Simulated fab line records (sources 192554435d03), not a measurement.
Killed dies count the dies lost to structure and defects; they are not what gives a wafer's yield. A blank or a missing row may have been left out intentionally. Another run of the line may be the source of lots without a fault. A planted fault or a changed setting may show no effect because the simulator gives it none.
fab line records | flow n5Finfet
record: lots: 8 | wafers: 24 | lastDay: 19
route steps=1938 shown BEOL_M4@1111 BEOL_M6@1215 PASSIVATION@1936
lots untouched by any fault: they come from a run of this same line in which no faults occurred
startH: hours from the record's first day to the start of the lot's first wafer shown | waitH: hours elapsed since this lot's preceding step | " repeats the value in the row above | L1.1+2: a row that stands for several wafers | - value missing, or start not given | * or withheld: withheld | < > ~ a bound
route shown NAME@n: a module of which the file shows steps, and the number in the route of the first | usual: mean/standard deviation taken from wafers without a fault | same: alike in all rows | chamber/n: place in a boat | sites: per-site readings | _std_site: standard deviation of those values | _edge_site: inner sites' mean taken away from outer sites' mean | radiusMm: how far each site lies from the wafer's centre | mask NAME#n: copy n | behind: the tool/chamber that last shaped the wafer | hold: why the lot went on hold/how many hours it stayed there/how the hold came to an end | device: the transistor (n, p or np) that didn't switch | end of line: at the end of the route, the tests of the same wafers | where a step has no rows: the recipe by itself | killed: dies lost to structure and defects at the first sort, not the wafer's yield | map: shows each die of a wafer: x if killed, . if not, _ if none is there
set.NAME: setting as actually run; set.NAME@STEP: the setting as run at that earlier step | model.NAME: the simulator's own value behind a step, which no gauge read
route steps across a sampled set of lots; one table per step, one row per wafer
services: the hour from which a tool's chamber was out of use, counted from the record's first day as startH (under 0 if before that day), plus the number of hours and why
== steps ==
step: N5_BEOL_M4_RC_MEAS_101
usual: DIBL_N: 36.0/1.7 | DIBL_P: 36.2/1.9 | IOFF_N: 0.154/0.028 | IOFF_P: 0.21/0.036 | ION_N: 675/11 | ION_P: 463/8.3 | SS_N: 71.4/0.63 | SS_P: 73.2/0.55 | VT_N: 250.2/3 | VT_P: -251/3.7
lot.wafer | tool      | chamber | startH | waitH | DIBL_N[mV/V] | DIBL_P[mV/V] | IOFF_N[nA/um] | IOFF_P[nA/um] | ION_N[uA/um] | ION_P[uA/um] | SS_N[mV/dec] | SS_P[mV/dec] | VT_N[mV] | VT_P[mV]
L428.2    | prober-02 | 0       | 282.07 | 0.2   | 35.3         | 34.8         | 0.139         | 0.19          | 680          | 463          | 71.2         | 73.5         | 248.6    | -253
L428.3    | "         | 0       | "      | "     | 37.6         | 36.5         | 0.168         | 0.21          | 674          | 459          | 72.3         | 73.3         | 250.2    | -250
L428.6    | "         | 0       | "      | "     | 35.9         | 35.5         | 0.142         | 0.19          | 670          | 453          | 71.2         | 73.5         | 251.0    | -254
L429.1    | prober-02 | 0       | 291.63 | 0.0   | 38.4         | 38.3         | 0.186         | 0.21          | 689          | 457          | 71.5         | 73.9         | 247.5    | -252
L429.3    | "         | 0       | "      | "     | 36.0         | 35.2         | 0.135         | 0.17          | 667          | 452          | 71.5         | 73.1         | 250.2    | -253
L429.4    | "         | 0       | "      | "     | 37.1         | 35.5         | 0.162         | 0.18          | 677          | 456          | 71.9         | 73.5         | 250.1    | -255
L432.1    | prober-02 | 0       | 296.73 | 0.0   | 33.4         | 33.4         | 0.116         | 0.18          | 651          | 457          | 70.2         | 72.5         | 254.3    | -250
L432.2    | "         | 0       | "      | "     | 36.1         | 36.3         | 0.161         | 0.22          | 667          | 461          | 71.7         | 73.4         | 250.3    | -248
L432.5    | "         | 0       | "      | "     | 36.1         | 36.0         | 0.152         | 0.21          | 667          | 459          | 72.3         | 72.6         | 252.9    | -251
L430.1    | prober-01 | 0       | 297.52 | 0.0   | 38.1         | 39.2         | 0.194         | 0.22          | 699          | 468          | 71.7         | 73.8         | 248.7    | -251
L430.4    | "         | 0       | "      | "     | 36.0         | 36.2         | 0.148         | 0.17          | 669          | 449          | 71.4         | 73.2         | 251.7    | -256
L430.6    | "         | 0       | "      | "     | 37.3         | 37.9         | 0.170         | 0.20          | 677          | 454          | 71.6         | 73.6         | 249.3    | -255
L431.2    | prober-02 | 0       | 300.37 | 0.2   | 35.6         | 36.0         | 0.124         | 0.18          | 651          | 450          | 71.6         | 72.4         | 252.7    | -252
L431.4    | "         | 0       | "      | "     | 37.3         | 38.0         | 0.157         | 0.21          | 668          | 456          | 72.5         | 72.9         | 251.6    | -251
L431.5    | "         | 0       | "      | "     | 38.7         | 38.1         | 0.185         | 0.22          | 668          | 457          | 72.8         | 73.2         | 248.1    | -249
L421.3    | prober-01 | 0       | 307.21 | 0.3   | 34.5         | 35.1         | 0.143         | 0.19          | 664          | 458          | 71.8         | 73.2         | 250.0    | -254
L421.4    | "         | 0       | "      | "     | 36.8         | 38.3         | 0.181         | 0.23          | 683          | 470          | 71.7         | 74.0         | 249.0    | -251
L421.6    | "         | 0       | "      | "     | 37.0         | 39.3         | 0.202         | 0.26          | 688          | 469          | 72.3         | 73.5         | 244.7    | -247
L440.2    | prober-02 | 0       | 342.68 | 0.2   | 37.4         | 39.0         | 0.203         | 0.29          | 690          | 476          | 71.6         | 74.1         | 243.0    | -243
L440.5    | "         | 0       | "      | "     | 37.1         | 37.7         | 0.182         | 0.27          | 676          | 471          | 71.2         | 73.0         | 246.8    | -244
L440.6    | "         | 0       | "      | "     | 34.3         | 34.6         | 0.134         | 0.21          | 668          | 466          | 70.7         | 72.8         | 252.2    | -243
L441.2    | prober-01 | 0       | 344.31 | 0.2   | 36.7         | 35.6         | 0.158         | 0.24          | 666          | 465          | 71.5         | 73.4         | 252.7    | -247
L441.5    | "         | 0       | "      | "     | 37.2         | 37.2         | 0.174         | 0.26          | 677          | 471          | 71.2         | 73.7         | 247.7    | -243
L441.6    | "         | 0       | "      | "     | 36.0         | 34.8         | 0.164         | 0.23          | 686          | 477          | 71.5         | 73.0         | 248.4    | -247
step: N5_BEOL_M6_HM_OPEN_17
recipe: chemistry: Cl2/BCl3 | targetDepthA: 200 | overetchA: 60 | target: TiN | maskMaterial: SOC | ionEnergyEv: 150 | pressureMtorr: 10 | icpW: 1000 | biasW: 126 | Cl2_flow_sccm: 53.25 | bcl3FlowSccm: 21.75 | Ar_flow_sccm: 25
usual: bcl3FlowSccm: 21.74/0.066 | biasW: 126.0/0.37 | drypumpMotorCurrentA: 5.9/0.43 | heBacksideLeakSccm: 3.37/0.29 | oes_ar_750_au: 0.79/0.069 | oesProductAu: 0.68/0.061 | throttleValvePct: 22.15/0.24
lot.wafer | tool        | chamber | startH | waitH | bcl3FlowSccm | biasW | drypumpMotorCurrentA | heBacksideLeakSccm | oes_ar_750_au | oesProductAu | rfHoursCounterH | throttleValvePct
L428.2    | rieMetal-03 | 1       | 300.05 | 0.0   | 21.62        | 126.1 | 6.0                  | 3.22               | 1.01          | 0.85         | 0               | 22.17
L428.3    | "           | 1       | "      | "     | 21.63        | 125.6 | 6.0                  | 3.00               | 1.01          | 0.86         | -               | 22.19
L428.6    | "           | 0       | "      | "     | 21.75        | 126.2 | 6.3                  | 3.31               | 0.82          | 0.69         | -               | 22.13
L429.1    | rieMetal-01 | 1       | 311.02 | 0.0   | 21.65        | 125.6 | 6.0                  | 3.45               | 0.74          | 0.63         | 49              | 22.60
L429.3    | "           | 1       | "      | "     | 21.70        | 126.2 | 6.1                  | 3.71               | 0.74          | 0.63         | -               | 22.61
L429.4    | "           | 0       | "      | "     | 21.68        | 126.0 | 5.9                  | 3.25               | 0.74          | 0.65         | -               | 22.03
L430.1    | rieMetal-03 | 0       | 315.74 | 0.0   | 21.73        | 125.8 | 6.3                  | 3.24               | 0.82          | 0.70         | 33              | 22.10
L430.4    | "           | 0       | "      | "     | 21.74        | 125.8 | 6.3                  | 3.19               | 0.81          | 0.70         | -               | 22.13
L430.6    | "           | 0       | "      | "     | 21.77        | 125.5 | 6.2                  | 3.35               | 0.81          | 0.69         | -               | 22.12
L432.1    | rieMetal-02 | 1       | 315.92 | 0.0   | 21.87        | 125.7 | 5.0                  | 3.32               | 0.79          | 0.71         | 23              | 21.74
L432.2    | "           | 0       | "      | "     | 21.75        | 125.5 | 5.9                  | 3.48               | 0.81          | 0.70         | 29              | 22.26
L432.5    | "           | 0       | "      | "     | 21.82        | 125.8 | 5.9                  | 3.53               | 0.80          | 0.70         | -               | 22.26
L431.2    | rieMetal-01 | 1       | 320.60 | 0.0   | 21.74        | 125.7 | 6.1                  | 3.50               | 0.74          | 0.63         | 49              | 22.63
L431.4    | "           | 1       | "      | "     | 21.72        | 125.9 | 6.0                  | 3.27               | 0.74          | 0.63         | -               | 22.63
L431.5    | "           | 1       | "      | "     | 21.84        | 126.1 | 6.0                  | 3.48               | 0.74          | 0.63         | -               | 22.62
L421.3    | rieMetal-03 | 0       | 327.23 | 0.1   | 21.71        | 125.8 | 6.3                  | 3.30               | 0.81          | 0.69         | -               | 22.14
L421.4    | "           | 0       | "      | "     | 21.68        | 126.3 | 6.3                  | 3.31               | 0.81          | 0.68         | -               | 22.15
L421.6    | "           | 0       | "      | "     | 21.75        | 126.3 | 6.3                  | 3.40               | 0.81          | 0.70         | -               | 22.14
L440.2    | rieMetal-01 | 1       | 360.71 | 0.0   | 21.66        | 126.3 | 6.0                  | 3.67               | 0.73          | 0.61         | 52              | 22.65
L440.5    | "           | 0       | "      | "     | 21.67        | 126.8 | 5.9                  | 3.27               | 0.74          | 0.62         | -               | 22.06
L440.6    | "           | 1       | "      | "     | 21.67        | 126.1 | 6.0                  | 3.55               | 0.73          | 0.61         | -               | 22.64
L441.2    | rieMetal-03 | 0       | 366.05 | 0.0   | 21.80        | 125.7 | 6.3                  | 3.30               | 0.80          | 0.70         | 38              | 22.13
L441.5    | "           | 1       | "      | "     | 21.69        | 125.8 | 6.0                  | 3.39               | 0.94          | 0.80         | -               | 22.21
L441.6    | "           | 0       | "      | "     | 21.77        | 126.4 | 6.2                  | 3.23               | 0.80          | 0.70         | -               | 22.14
step: N5_BEOL_M6_TRENCH_ETCH_37
recipe: chemistry: C4F6/O2 | targetDepthA: 944.35 | target: SiCOH_lowk | timeS: 31.5 | ionEnergyEv: 250 | pressureMtorr: 30 | sourceW: 345 | biasW: 185 | Ar_flow_sccm: 300 | C4F6_flow_sccm: 10 | O2_flow_sccm: 10
usual: C4F6_flow_sccm: 10.002/0.028 | biasW: 185.1/0.53 | drypumpMotorCurrentA: 5.9/0.48 | oes_ar_750_au: 0.80/0.064 | oesProductAu: 0.79/0.065 | rfVppV: 659/12 | showerheadPlenumPTorr: 2.82/0.094 | throttleValvePct: 20.93/0.2
same: timeS: 31.5
lot.wafer | tool       | chamber | startH | waitH | C4F6_flow_sccm | biasW | drypumpMotorCurrentA | oes_ar_750_au | oesProductAu | rfHoursCounterH | rfVppV | showerheadPlenumPTorr | throttleValvePct
L428.2    | rieDiel-01 | 2       | -      | -     | 10.004         | 184.8 | 5.4                  | 0.69          | 0.68         | 241             | 681    | 2.92                  | 21.10
L428.3    | "          | 1       | "      | "     | 10.007         | 185.3 | 6.5                  | 0.80          | 0.79         | 88              | 647    | 2.76                  | 20.60
L428.6    | "          | 1       | "      | "     | 9.994          | 185.3 | 6.5                  | 0.79          | 0.79         | -               | 648    | 2.76                  | 20.59
L429.1    | rieDiel-03 | 2       | -      | -     | 10.054         | 185.7 | 6.7                  | 0.81          | 0.79         | 97              | 645    | 2.89                  | 21.21
L429.3    | "          | 0       | "      | "     | 9.955          | 185.9 | 6.0                  | 0.80          | 0.78         | 110             | 663    | 2.75                  | 21.04
L429.4    | "          | 1       | "      | "     | 10.005         | 184.6 | 6.5                  | 0.82          | 0.80         | 79              | 649    | 2.88                  | 20.75
L430.1    | rieDiel-05 | 1       | -      | -     | 10.043         | 185.2 | 6.2                  | 0.85          | 0.86         | 53              | 662    | 2.78                  | 20.80
L430.4    | "          | 2       | "      | "     | 9.959          | 184.8 | 5.6                  | 0.73          | 0.73         | 229             | 666    | 2.92                  | 21.04
L430.6    | "          | 0       | "      | "     | 10.026         | 185.0 | 5.3                  | 0.81          | 0.79         | -               | 651    | 2.90                  | 21.02
L432.1    | rieDiel-01 | 3       | -      | -     | 9.966          | 184.8 | 5.1                  | 0.73          | 0.73         | 206             | 660    | 2.59                  | 20.71
L432.2    | "          | 1       | "      | "     | 9.973          | 185.0 | 6.4                  | 0.79          | 0.79         | 93              | 649    | 2.76                  | 20.60
L432.5    | "          | 0       | "      | "     | 9.991          | 185.0 | 6.2                  | 0.73          | 0.73         | -               | 644    | 2.72                  | 21.08
L431.2    | rieDiel-01 | 1       | -      | -     | 9.965          | 184.1 | 6.4                  | 0.80          | 0.80         | 93              | 649    | 2.76                  | 20.60
L431.4    | "          | 0       | "      | "     | 10.011         | 185.3 | 6.3                  | 0.73          | 0.73         | 187             | 643    | 2.72                  | 21.07
L431.5    | "          | 1       | "      | "     | 9.964          | 183.7 | 6.4                  | 0.79          | 0.80         | -               | 649    | 2.76                  | 20.62
L421.3    | rieDiel-01 | 0       | -      | -     | 9.988          | 184.7 | 6.2                  | 0.73          | 0.73         | 190             | 644    | 2.71                  | 21.06
L421.4    | "          | 3       | "      | "     | 10.007         | 185.8 | 5.1                  | 0.73          | 0.72         | 210             | 661    | 2.59                  | 20.72
L421.6    | "          | 0       | "      | "     | 9.992          | 185.6 | 6.2                  | 0.73          | 0.72         | -               | 645    | 2.71                  | 21.09
L440.2    | rieDiel-03 | 2       | -      | -     | 10.025         | 185.5 | 6.7                  | 0.80          | 0.78         | 109             | 643    | 2.88                  | 21.23
L440.5    | "          | 2       | "      | "     | 10.004         | 185.4 | 6.7                  | 0.80          | 0.78         | -               | 643    | 2.88                  | 21.23
L440.6    | "          | 3       | "      | "     | 9.985          | 184.3 | 5.6                  | 0.90          | 0.90         | -               | 682    | 2.91                  | 21.16
L441.2    | rieDiel-05 | 0       | -      | -     | 9.963          | 185.6 | 5.4                  | 0.79          | 0.78         | 108             | 650    | 2.89                  | 21.02
L441.5    | "          | 3       | "      | "     | 9.984          | 184.6 | 5.5                  | 0.85          | 0.84         | -               | 660    | 2.79                  | 20.67
L441.6    | "          | 0       | "      | "     | 9.967          | 186.0 | 5.4                  | 0.79          | 0.79         | -               | 650    | 2.89                  | 21.03
step: N5_BEOL_M6_STRIP_80
recipe: chemistry: N2/H2 | timeS: 10 | powerW: 450 | tempC: 40 | pressureMtorr: 20 | rfFrequencyHz: 6e+07 | biasPowerW: 7 | n2FlowSccm: 200 | h2FlowSccm: 200
usual: drypumpMotorCurrentA: 5.9/0.48 | oesProductAu: 0.80/0.067 | rfVppV: 58.9/0.84 | showerheadPlenumPTorr: 2.51/0.088 | throttleValvePct: 23.56/0.28
same: timeS: 10
lot.wafer | tool       | chamber | startH | waitH | drypumpMotorCurrentA | oesProductAu | rfHoursCounterH | rfVppV | showerheadPlenumPTorr | throttleValvePct
L428.2    | rieDiel-01 | 2       | -      | -     | 5.4                  | 0.68         | 241             | 59.4   | 2.60                  | 23.72
L428.3    | "          | 1       | "      | "     | 6.5                  | 0.81         | 88              | 57.7   | 2.48                  | 23.50
L428.6    | "          | 1       | "      | "     | 6.5                  | 0.81         | -               | 58.1   | 2.48                  | 23.52
L429.1    | rieDiel-03 | 2       | -      | -     | 6.7                  | 0.80         | 97              | 59.0   | 2.56                  | 23.66
L429.3    | "          | 0       | "      | "     | 6.0                  | 0.79         | 110             | 58.7   | 2.45                  | 24.06
L429.4    | "          | 1       | "      | "     | 6.5                  | 0.80         | 79              | 59.0   | 2.57                  | 23.39
L430.1    | rieDiel-05 | 1       | -      | -     | 6.2                  | 0.87         | 53              | 59.2   | 2.46                  | 23.30
L430.4    | "          | 2       | "      | "     | 5.6                  | 0.72         | 229             | 58.8   | 2.62                  | 23.81
L430.6    | "          | 0       | "      | "     | 5.3                  | 0.81         | -               | 59.8   | 2.56                  | 23.60
L432.1    | rieDiel-01 | 3       | -      | -     | 5.1                  | 0.72         | 206             | 58.4   | 2.30                  | 23.11
L432.2    | "          | 1       | "      | "     | 6.5                  | 0.80         | 93              | 57.5   | 2.48                  | 23.52
L432.5    | "          | 0       | "      | "     | 6.2                  | 0.75         | -               | 59.2   | 2.41                  | 23.61
L431.2    | rieDiel-01 | 1       | -      | -     | 6.5                  | 0.80         | 94              | 59.1   | 2.47                  | 23.51
L431.4    | "          | 0       | "      | "     | 6.2                  | 0.74         | 187             | 59.2   | 2.41                  | 23.61
L431.5    | "          | 1       | "      | "     | 6.5                  | 0.80         | -               | 57.8   | 2.47                  | 23.51
L421.3    | rieDiel-01 | 0       | -      | -     | 6.2                  | 0.74         | 190             | 57.3   | 2.41                  | 23.60
L421.4    | "          | 3       | "      | "     | 5.1                  | 0.71         | 210             | 58.9   | 2.29                  | 23.11
L421.6    | "          | 0       | "      | "     | 6.2                  | 0.74         | -               | 59.6   | 2.41                  | 23.60
L440.2    | rieDiel-03 | 2       | -      | -     | 6.7                  | 0.79         | 109             | 58.3   | 2.55                  | 23.64
L440.5    | "          | 2       | "      | "     | 6.7                  | 0.79         | -               | 59.4   | 2.55                  | 23.67
L440.6    | "          | 3       | "      | "     | 5.6                  | 0.90         | -               | 60.2   | 2.60                  | 23.87
L441.2    | rieDiel-05 | 0       | -      | -     | 5.3                  | 0.79         | 108             | 58.8   | 2.55                  | 23.61
L441.5    | "          | 3       | "      | "     | 5.5                  | 0.82         | -               | 57.9   | 2.46                  | 23.14
L441.6    | "          | 0       | "      | "     | 5.4                  | 0.77         | -               | 58.5   | 2.55                  | 23.63
step: N5_BEOL_M6_SPUTTER_48
recipe: material: Cu | targetThkA: 100 | tempC: -20 | biasV: 60 | powerW: 26000 | chamberPressurePa: 0.13 | timeS: 1.667
usual: biasV: 60.0/0.59 | cathodeDcPowerW: 26000/4.5 | throttleValvePct: 30.2/0.74 | timeS: 1.667/0
lot.wafer | tool          | chamber | startH | waitH | biasV | cathodeDcPowerW | throttleValvePct | timeS
L428.2    | pvdSputter-03 | -       | 305.11 | 1.2   | 59.8  | 26005           | 29.6             | 1.667
L428.3    | "             | -       | "      | "     | 60.8  | 26011           | 29.9             | 1.667
L428.6    | "             | -       | "      | "     | 60.2  | 25998           | 31.0             | 1.667
L429.1    | pvdSputter-01 | -       | 317.28 | 0.1   | 60.1  | 25998           | 30.7             | 1.667
L429.3    | "             | -       | "      | "     | 60.1  | 26008           | 29.4             | 1.667
L429.4    | "             | -       | "      | "     | 60.3  | 25996           | 29.4             | 1.667
L430.1    | pvdSputter-03 | -       | 320.25 | 0.2   | -     | -               | -                | -
L430.4    | "             | -       | "      | "     | -     | -               | -                | -
L430.6    | "             | -       | "      | "     | -     | -               | -                | -
L432.1    | pvdSputter-01 | -       | 321.38 | 0.3   | -     | -               | -                | -
L432.2    | "             | -       | "      | "     | -     | -               | -                | -
L432.5    | "             | -       | "      | "     | -     | -               | -                | -
L431.2    | pvdSputter-02 | -       | 323.37 | 0.2   | 60.0  | 26004           | 30.3             | 1.667
L431.4    | "             | -       | "      | "     | 60.3  | 26004           | 31.5             | 1.667
L431.5    | "             | -       | "      | "     | 60.2  | 25993           | 30.1             | 1.667
L421.3    | pvdSputter-01 | -       | 330.63 | 0.1   | 61.0  | 26000           | 29.2             | 1.667
L421.4    | "             | -       | "      | "     | 61.5  | 26000           | 31.0             | 1.667
L421.6    | "             | -       | "      | "     | 61.7  | 25997           | 30.8             | 1.667
L440.2    | pvdSputter-01 | -       | 366.59 | 0.1   | 60.1  | 25999           | 30.8             | 1.667
L440.5    | "             | -       | "      | "     | 59.6  | 26000           | 29.3             | 1.667
L440.6    | "             | -       | "      | "     | 60.6  | 26004           | 29.4             | 1.667
L441.2    | pvdSputter-03 | -       | 370.09 | 0.1   | 60.7  | 25998           | 29.7             | 1.667
L441.5    | "             | -       | "      | "     | 60.0  | 26003           | 29.3             | 1.667
L441.6    | "             | -       | "      | "     | 59.3  | 26001           | 30.0             | 1.667
step: N5_BEOL_M6_CMP_52
recipe: stopOn: SiCOH_lowk | tOverpolishS: 6.9 | downForcePsi: 1 | platenRpm: 50 | clearingPlatenDownForcePsi: 1.5 | clearingPlatenRpm: 50 | postCmpClean: cuAlkaline | targetThkNm: 80 | clearingPlatenPadVelocityMS: 0.99484 | padVelocityMS: 0.99484
usual: motorCurrentA: 6.1/0.37 | timeToEndpointS: 62/3.6
lot.wafer | tool   | chamber | startH | waitH | motorCurrentA | timeToEndpointS
L428.3    | cmp-01 | 3       | 305.73 | 0.2   | 6.0           | 65
L428.2    | "      | 1       | "      | "     | 6.0           | 62
L428.6    | "      | 3       | "      | "     | 5.9           | 66
L429.1    | cmp-01 | 2       | 318.11 | 0.3   | 6.2           | 59
L429.4    | "      | 3       | "      | "     | 6.2           | 66
L429.3    | "      | 0       | "      | "     | 5.9           | 61
L430.4    | cmp-03 | 2       | 320.94 | 0.2   | 6.0           | 0
L430.1    | "      | 3       | "      | "     | 6.3           | 0
L430.6    | "      | 1       | "      | "     | 7.2           | 0
L432.1    | cmp-01 | 3       | 321.93 | 0.3   | 6.2           | 1
L432.2    | "      | 1       | "      | "     | 6.4           | 1
L432.5    | "      | 2       | "      | "     | 6.4           | 0
L431.4    | cmp-03 | 1       | 323.88 | 0.1   | 6.4           | 58
L431.2    | "      | 0       | "      | "     | 5.6           | 64
L431.5    | "      | 1       | "      | "     | 6.3           | 56
L421.3    | cmp-03 | 0       | 331.23 | 0.2   | 5.5           | 67
L421.4    | "      | 1       | "      | "     | 6.5           | 61
L421.6    | "      | 3       | "      | "     | 6.4           | 61
L440.2    | cmp-03 | 1       | 368.09 | 0.2   | 6.5           | 58
L440.5    | "      | 0       | "      | "     | 5.7           | 63
L440.6    | "      | 1       | "      | "     | 6.4           | 58
L441.2    | cmp-01 | 1       | 371.09 | 0.3   | 6.0           | 61
L441.5    | "      | 2       | "      | "     | 6.3           | 65
L441.6    | "      | 3       | "      | "     | 6.0           | 64
step: N5_PASSIVATION_PROBE_49
usual: defectLimitedYield: 90.9/1.4 | killed_at_M0_to_M3: 38/11 | killed_at_M4_up: 13/5.9 | killedAtContacts: 14/6.4 | killedAtFrontEnd: 38/11 | killedAtOther: 3.3/2.5 | killedDies: 107/16 | killedOnRim: 14/3.6 | killedOpen: 70/12 | killedShort: 35/7.7 | sort_bin_5_function: 5.3/0.94 | sort_bin_6_memory: 3.5/0.7 | sortNPass: 1073/16 | sortYieldPct: 90.9/1.4
same: grossDies: 1180 | killedAtBackSide: 0 | sort_bin_4_leakage[%]: 0 | sort_bin_8_speed[%]: 0
lot.wafer | tool      | chamber | startH | waitH | defectLimitedYield[%] | killed_at_M0_to_M3 | killed_at_M4_up | killedAtContacts | killedAtFrontEnd | killedAtOther | killedDies | killedOnRim | killedOpen | killedShort | sort_bin_5_function[%] | sort_bin_6_memory[%] | sortNPass | sortYieldPct[%]
L428.6    | prober-02 | -       | 396.05 | 0.3   | 89.7                  | 38                 | 28              | 15               | 37               | 4             | 122        | 16          | 91         | 31          | 5.5                    | 4.6                  | 1058      | 89.7
L430.1    | prober-01 | -       | 407.03 | 0.0   | 0                     | 41                 | 1080            | 20               | 37               | 2             | 1180       | 152         | 82         | 40          | 94.9                   | 5.1                  | 0         | 0
L430.4    | prober-01 | -       | 407.18 | 0.2   | 0                     | 55                 | 1081            | 14               | 29               | 1             | 1180       | 152         | 80         | 37          | 96.4                   | 3.4                  | 0         | 0
L430.6    | prober-01 | -       | 407.28 | 0.3   | 0                     | 45                 | 1082            | 18               | 31               | 4             | 1180       | 152         | 80         | 36          | 96.1                   | 3.4                  | 0         | 0
L431.5    | prober-01 | -       | 414.43 | 0.2   | 89.6                  | 47                 | 18              | 14               | 38               | 6             | 123        | 15          | 81         | 40          | 6.4                    | 3.5                  | 1057      | 89.6
L432.1    | prober-02 | -       | 414.64 | 0.0   | 0                     | 28                 | 1104            | 10               | 37               | 1             | 1180       | 152         | 56         | 26          | 97.7                   | 2.0                  | 0         | 0
L432.2    | prober-02 | -       | 414.69 | 0.1   | 0                     | 24                 | 1074            | 23               | 58               | 1             | 1180       | 152         | 94         | 26          | 95.3                   | 4.7                  | 0         | 0
L432.5    | prober-02 | -       | 414.84 | 0.2   | 0                     | 24                 | 1093            | 12               | 49               | 2             | 1180       | 152         | 59         | 38          | 96.4                   | 3.6                  | 0         | 0
killed by level:class
L428.6 BEOL_M4:geometricParticle:open=18 BEOL_M0_SAQP:geometricParticle:open=14 MOL_CONTACT_COAG:geometricParticle:open=11 FIN_SAQP:geometricParticle:open=9 BEOL_M0_SAQP:geometricParticle:short=8 FIN_SAQP:geometricParticle:short=7 DUMMY_GATE:geometricParticle:open=6 BEOL_M5:geometricParticle:open=6
L430.1 BEOL_M6:areaEcd=530 BEOL_M6:areaSputter=528 MOL_CONTACT_COAG:geometricParticle:open=14 DUMMY_GATE:geometricParticle:open=10 BEOL_M3:geometricParticle:open=10 BEOL_M4:geometricParticle:open=10 BEOL_M2:geometricParticle:open=7 MOL_CONTACT_COAG:geometricParticle:short=6
L430.4 BEOL_M6:areaSputter=548 BEOL_M6:areaEcd=515 MOL_CONTACT_COAG:geometricParticle:open=12 BEOL_M0:geometricParticle:open=12 BEOL_M4:geometricParticle:open=12 BEOL_M3:geometricParticle:open=11 BEOL_M0_SAQP:geometricParticle:open=10 GATE_CUT:geometricParticle:short=8
L430.6 BEOL_M6:areaSputter=565 BEOL_M6:areaEcd=499 MOL_CONTACT_COAG:geometricParticle:open=14 FIN_SAQP:geometricParticle:short=12 BEOL_M2:geometricParticle:open=9 BEOL_M3:geometricParticle:open=9 FIN_SAQP:geometricParticle:open=8 BEOL_M0_SAQP:geometricParticle:open=7
L431.5 MOL_CONTACT_COAG:geometricParticle:open=13 BEOL_M0_SAQP:geometricParticle:short=13 BEOL_M0_SAQP:geometricParticle:open=12 BEOL_M3:geometricParticle:open=9 STI_FIN_REVEAL:geometricParticle:open=8 FIN_SAQP:geometricParticle:open=6 BEOL_M4:geometricParticle:open=5 FIN_SAQP:geometricParticle:short=4
L432.1 BEOL_M6:areaSputter=566 BEOL_M6:areaEcd=532 BEOL_M0_SAQP:geometricParticle:open=10 STI_FIN_REVEAL:geometricParticle:open=9 FIN_SAQP:geometricParticle:short=7 BEOL_M0_SAQP:geometricParticle:short=7 MOL_CONTACT_COAG:geometricParticle:open=7 GATE_CUT:geometricParticle:open=6
L432.2 BEOL_M6:areaSputter=543 BEOL_M6:areaEcd=517 MOL_CONTACT_COAG:geometricParticle:open=21 STI_FIN_REVEAL:geometricParticle:open=18 FIN_SAQP:geometricParticle:open=9 DUMMY_GATE:geometricParticle:open=9 FIN_SAQP:geometricParticle:short=6 BEOL_M0_SAQP:geometricParticle:open=5
L432.5 BEOL_M6:areaEcd=559 BEOL_M6:areaSputter=524 STI_FIN_REVEAL:geometricParticle:open=12 FIN_SAQP:geometricParticle:short=10 MOL_CONTACT_COAG:geometricParticle:open=8 BEOL_M2:geometricParticle:open=7 GATE_CUT:geometricParticle:short=6 BEOL_M5:geometricParticle:open=6
== services ==
tool        | chamber | startH | hours | kind
rieMetal-03 | 1       | 278.13 | -     | clean
rieMetal-03 | 1       | 278.13 | 20.0  | scheduledDown
rieMetal-03 | 1       | 278.13 | 20.0  | ventCycle
rieMetal-03 | 1       | 315.00 | 14.0  | repair
rieDiel-03  | -       | 322.81 | 14.6  | pm
rieDiel-01  | 2       | 329.64 | -     | clean
rieDiel-01  | 2       | 329.64 | -     | consumableReplace:focusRing
rieDiel-01  | 2       | 329.64 | 14.3  | scheduledDown
rieDiel-01  | 2       | 329.64 | 14.3  | ventCycle
rieDiel-01  | 1       | 341.15 | 22.0  | repair
rieMetal-02 | 0       | 341.95 | 3.6   | repair
rieDiel-05  | 2       | 349.12 | 1.4   | repair
cmp-01      | -       | 353.80 | 0.7   | repair
cmp-03      | -       | 362.10 | 4.8   | pm
cmp-03      | -       | 370.14 | 4.0   | pm
== key ==
firstSign: step: N5_BEOL_M6_SPUTTER_48 | reading: toolRecord | direction: missing
effect: step: N5_BEOL_M6_CMP_52 | reading: timeToEndpointS | direction: down | sigmas: 17 | usual: * | struck: *
effect: step: N5_PASSIVATION_PROBE_49 | reading: killed_at_M4_up | direction: up | sigmas: 99+ | usual: 13 | struck: 1086
moreKillsBornAt: N5_BEOL_M6_ECD_50@ecdCu-02: 3150 | N5_BEOL_M6_SPUTTER_48@pvdSputter-03: 1641 | N5_BEOL_M6_SPUTTER_48@pvdSputter-01: 1631
metAt N5_BEOL_M6_SPUTTER_48
struckLots L430,L432
laterRowsLeftOut L430.1,L430.4,L430.6,L432.1,L432.2,L432.5
notActingAt N5_BEOL_M6_HM_OPEN_17,N5_BEOL_M6_TRENCH_ETCH_37,N5_BEOL_M6_STRIP_80
onsetBetween 317.28 320.25
fault: kind: skippedStepWhole | tool: pvdSputter-01,pvdSputter-03 | chamber: - | onsetH: 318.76 | steps: N5_BEOL_M6_SPUTTER_48 | scope: struckLotsOnly
laterRowsLeftOut: the simulator's readings of these wafers behind a module that went badly wrong aren't trusted and aren't shown, but for the sort
